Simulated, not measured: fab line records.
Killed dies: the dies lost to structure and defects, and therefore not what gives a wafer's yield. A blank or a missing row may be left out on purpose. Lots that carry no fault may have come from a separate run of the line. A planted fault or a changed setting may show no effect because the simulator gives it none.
Split-lot trial || flow n5-finfet || on a route of 1938 steps: 7 lots, 21 wafers read

== THE SPLIT ==
At N5_FIN_CUT_ETCH_21 (etches SOC in N2/H2, target depth 219 nm, overetch 43.8 nm, time 523.5 s), the setting time-s was moved away from the recipe's 523.5 s on 9 of the 21 wafers read, by -9.6% to +18.7%. For the rest of the wafers, this setting stayed at what the recipe calls for.

The reading is taken at the split's own step.

== THE READING ==
SiARC_of_FIN_CUT_COAT_19.thk-nm (the simulator's own value, which no gauge read), in nm, at N5_FIN_CUT_ETCH_21 (etches SOC in N2/H2, target depth 219 nm, overetch 43.8 nm, time 523.5 s). No usual value for it is given in the file. Average 11.8 nm, standard deviation 0.29 nm, over the 12 wafers here run with the recipe.

{"wafer": "L077.2", "tool, chamber at the split": "rie-diel-02, 1", "time-s as run, s": 610.1, "against the recipe": "+16.5%", "SiARC_of_FIN_CUT_COAT_19.thk-nm, nm": 9.8, "against lot-mates on the recipe": -1.8}
{"wafer": "L077.3", "tool, chamber at the split": "rie-diel-02, 0", "time-s as run, s": 523.5, "against the recipe": "recipe", "SiARC_of_FIN_CUT_COAT_19.thk-nm, nm": 11.6, "against lot-mates on the recipe": "-"}
{"wafer": "L077.5", "tool, chamber at the split": "rie-diel-02, 3", "time-s as run, s": 610.1, "against the recipe": "+16.5%", "SiARC_of_FIN_CUT_COAT_19.thk-nm, nm": 10.2, "against lot-mates on the recipe": -1.4}
{"wafer": "L083.1", "tool, chamber at the split": "rie-diel-02, 3,1", "time-s as run, s": 523.5, "against the recipe": "recipe", "SiARC_of_FIN_CUT_COAT_19.thk-nm, nm": 11.4, "against lot-mates on the recipe": "-"}
{"wafer": "L083.4", "tool, chamber at the split": "rie-diel-02, 3,1", "time-s as run, s": 523.5, "against the recipe": "recipe", "SiARC_of_FIN_CUT_COAT_19.thk-nm, nm": 11.4, "against lot-mates on the recipe": "-"}
{"wafer": "L083.5", "tool, chamber at the split": "rie-diel-02, 3", "time-s as run, s": 523.5, "against the recipe": "recipe", "SiARC_of_FIN_CUT_COAT_19.thk-nm, nm": 11.6, "against lot-mates on the recipe": "-"}
{"wafer": "L085.1", "tool, chamber at the split": "rie-diel-06, 0", "time-s as run, s": 523.5, "against the recipe": "recipe", "SiARC_of_FIN_CUT_COAT_19.thk-nm, nm": 12.2, "against lot-mates on the recipe": "-"}
{"wafer": "L085.2", "tool, chamber at the split": "rie-diel-06, 2,1", "time-s as run, s": 523.5, "against the recipe": "recipe", "SiARC_of_FIN_CUT_COAT_19.thk-nm, nm": 11.8, "against lot-mates on the recipe": "-"}
{"wafer": "L085.4", "tool, chamber at the split": "rie-diel-06, 2,1", "time-s as run, s": 523.5, "against the recipe": "recipe", "SiARC_of_FIN_CUT_COAT_19.thk-nm, nm": 11.8, "against lot-mates on the recipe": "-"}
{"wafer": "L086.3", "tool, chamber at the split": "rie-diel-05, 2", "time-s as run, s": 523.5, "against the recipe": "recipe", "SiARC_of_FIN_CUT_COAT_19.thk-nm, nm": 11.6, "against lot-mates on the recipe": "-"}
{"wafer": "L086.4", "tool, chamber at the split": "rie-diel-05, 3", "time-s as run, s": 523.5, "against the recipe": "recipe", "SiARC_of_FIN_CUT_COAT_19.thk-nm, nm": 12.2, "against lot-mates on the recipe": "-"}
{"wafer": "L086.6", "tool, chamber at the split": "rie-diel-05, 2", "time-s as run, s": 481.5, "against the recipe": "-8.0%", "SiARC_of_FIN_CUT_COAT_19.thk-nm, nm": 12.4, "against lot-mates on the recipe": "+0.5"}
{"wafer": "L089.1", "tool, chamber at the split": "rie-diel-06, 2", "time-s as run, s": 621.5, "against the recipe": "+18.7%", "SiARC_of_FIN_CUT_COAT_19.thk-nm, nm": 10.6, "against lot-mates on the recipe": -1.6}
{"wafer": "L089.5", "tool, chamber at the split": "rie-diel-06, 1", "time-s as run, s": 621.5, "against the recipe": "+18.7%", "SiARC_of_FIN_CUT_COAT_19.thk-nm, nm": 10.2, "against lot-mates on the recipe": -2.0}
{"wafer": "L089.6", "tool, chamber at the split": "rie-diel-06, 2", "time-s as run, s": 523.5, "against the recipe": "recipe", "SiARC_of_FIN_CUT_COAT_19.thk-nm, nm": 12.2, "against lot-mates on the recipe": "-"}
{"wafer": "L094.2", "tool, chamber at the split": "rie-diel-05, 0", "time-s as run, s": 569.5, "against the recipe": "+8.8%", "SiARC_of_FIN_CUT_COAT_19.thk-nm, nm": 10.6, "against lot-mates on the recipe": "no lot-mate on the recipe"}
{"wafer": "L094.3", "tool, chamber at the split": "rie-diel-05, 2", "time-s as run, s": 569.5, "against the recipe": "+8.8%", "SiARC_of_FIN_CUT_COAT_19.thk-nm, nm": 11.2, "against lot-mates on the recipe": "no lot-mate on the recipe"}
{"wafer": "L094.4", "tool, chamber at the split": "rie-diel-05, 1", "time-s as run, s": 569.5, "against the recipe": "+8.8%", "SiARC_of_FIN_CUT_COAT_19.thk-nm, nm": 10.4, "against lot-mates on the recipe": "no lot-mate on the recipe"}
{"wafer": "L095.1", "tool, chamber at the split": "rie-diel-06, 2", "time-s as run, s": 523.5, "against the recipe": "recipe", "SiARC_of_FIN_CUT_COAT_19.thk-nm, nm": 12, "against lot-mates on the recipe": "-"}
{"wafer": "L095.2", "tool, chamber at the split": "rie-diel-06, 3", "time-s as run, s": 473.3, "against the recipe": "-9.6%", "SiARC_of_FIN_CUT_COAT_19.thk-nm, nm": 12.4, "against lot-mates on the recipe": "+0.6"}
{"wafer": "L095.6", "tool, chamber at the split": "rie-diel-06, 3", "time-s as run, s": 523.5, "against the recipe": "recipe", "SiARC_of_FIN_CUT_COAT_19.thk-nm, nm": 11.6, "against lot-mates on the recipe": "-"}
If several chambers appear in one row, that row covers several wafers at once and the file leaves open which wafer was in which chamber.

THE FIT
A straight line over all 21 wafers: SiARC_of_FIN_CUT_COAT_19.thk-nm changes by -0.0884 nm for each +1% of time-s; r = -0.91; the points scatter about the line by 0.33 nm.
The same after taking each lot's own level away (the mean of its wafers on the recipe; 18 wafers): -0.0907 nm for each +1%; r = -0.97; scatter 0.21 nm.
Per that fit: largest time-s move, reading shift of 1.7 nm.
The span of the lots' own levels, 11.47 to 12.20 nm, comes to 2.5 times the standard deviation stated above.
The two slopes agree, so the slope changes little with the lot-to-lot level.
Check: for one of the wafers moved furthest among these (+18.7%), held out of the fit, the line's prediction against its lot-mates is -1.8 nm. It came out at -1.6 nm against them.

== FURTHER SPLITS ON THESE WAFERS ==
Before the reading, these wafers also passed through other splits. Each is held against what the fit with the lots' levels taken away leaves over:
{"other split on the same wafers": "N5_WELL_APT_COAT_02 spin-rpm", "wafers away from the commonest value": 5, "r with SiARC_of_FIN_CUT_COAT_19.thk-nm (lot level and that fit taken away)": -0.11}

== THE FILE'S OWN FIT ==
SiARC_of_FIN_CUT_COAT_19.thk-nm changes by -0.0896 nm for each +1% of time-s, r = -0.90.
